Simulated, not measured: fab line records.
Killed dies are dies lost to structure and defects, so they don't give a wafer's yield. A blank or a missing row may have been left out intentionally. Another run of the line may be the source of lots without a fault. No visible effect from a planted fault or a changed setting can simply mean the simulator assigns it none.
2 desks looking at one fault :: flow nand-harc :: each desk holds nothing but its own numbers, with what lay behind them at the end

FOR THE TOOL OWNER'S DESK: ecd-cu-01
The tool's own readings at NHARC_P_M2_ECD_22 (material Cu, target thk 400 nm): means of the sampled wafers that have a number, for each lot that ran on this tool. Marked OUT: a lot whose mean sits more than 4 standard deviations from the usual mean, which makes it out of limits; the brackets give that distance.
Columns: A = bath-heat-duty-pct at NHARC_P_M2_ECD_22, usual 6.1 %
lot: L178
first seen here: day 6 14:38
A: 5.6

lot: L180
first seen here: day 7 06:52
A: 5.8

lot: L181
first seen here: day 7 13:03
A: 6.0

lot: L183
first seen here: day 8 17:35
A: 6.3

lot: L184
first seen here: day 8 18:28
A: 5.9

lot: L185
first seen here: day 9 08:38
A: 5.7

lot: L186
first seen here: day 9 17:51
A: 5.7

lot: L189
first seen here: day 11 04:53
A: 5.7

lot: L190
first seen here: day 11 07:53
A: 6.1

lot: L193
first seen here: day 12 14:55
A: 5.7

lot: L194
first seen here: day 13 01:49
A: 6.4
This desk found nothing out of limits on any of the 11 lots.

THE DEFECT DESK
What the inspections along the route counted, lot by lot: means of the sampled wafers that have a number. Marked OUT: a lot whose mean sits more than 4 standard deviations from the usual mean, which makes it out of limits; the brackets give that distance.
Columns: A = raw-defect-count at NHARC_P_M2_INSPECT_11, usual 4.9
lot: L178
first seen here: day 6 13:12
A: 4.7

lot: L180
first seen here: day 7 05:23
A: 10.0

lot: L181
first seen here: day 7 11:33
A: 5.0

lot: L183
first seen here: day 8 16:08
A: 2.3

lot: L184
first seen here: day 8 17:01
A: 2.7

lot: L185
first seen here: day 9 07:11
A: 2.3

lot: L186
first seen here: day 9 16:22
A: 5.3

lot: L189
first seen here: day 11 03:24
A: 7.0

lot: L190
first seen here: day 11 06:19
A: 2.7

lot: L192
first seen here: day 12 12:53
A: 5.3

lot: L193
first seen here: day 12 13:23
A: 1.0

lot: L194
first seen here: day 13 00:20
A: 2.0

lot: L198
first seen here: day 14 17:52
A: 5.7

lot: L199
first seen here: day 15 00:43
A: 5.7
This desk found nothing out of limits on any of the 14 lots.

TAKEN TOGETHER
The desk of the tool owner found nothing out of limits.
No out-of-limits result turned up at the defect desk.

WHAT THE SIMULATOR PUT IN
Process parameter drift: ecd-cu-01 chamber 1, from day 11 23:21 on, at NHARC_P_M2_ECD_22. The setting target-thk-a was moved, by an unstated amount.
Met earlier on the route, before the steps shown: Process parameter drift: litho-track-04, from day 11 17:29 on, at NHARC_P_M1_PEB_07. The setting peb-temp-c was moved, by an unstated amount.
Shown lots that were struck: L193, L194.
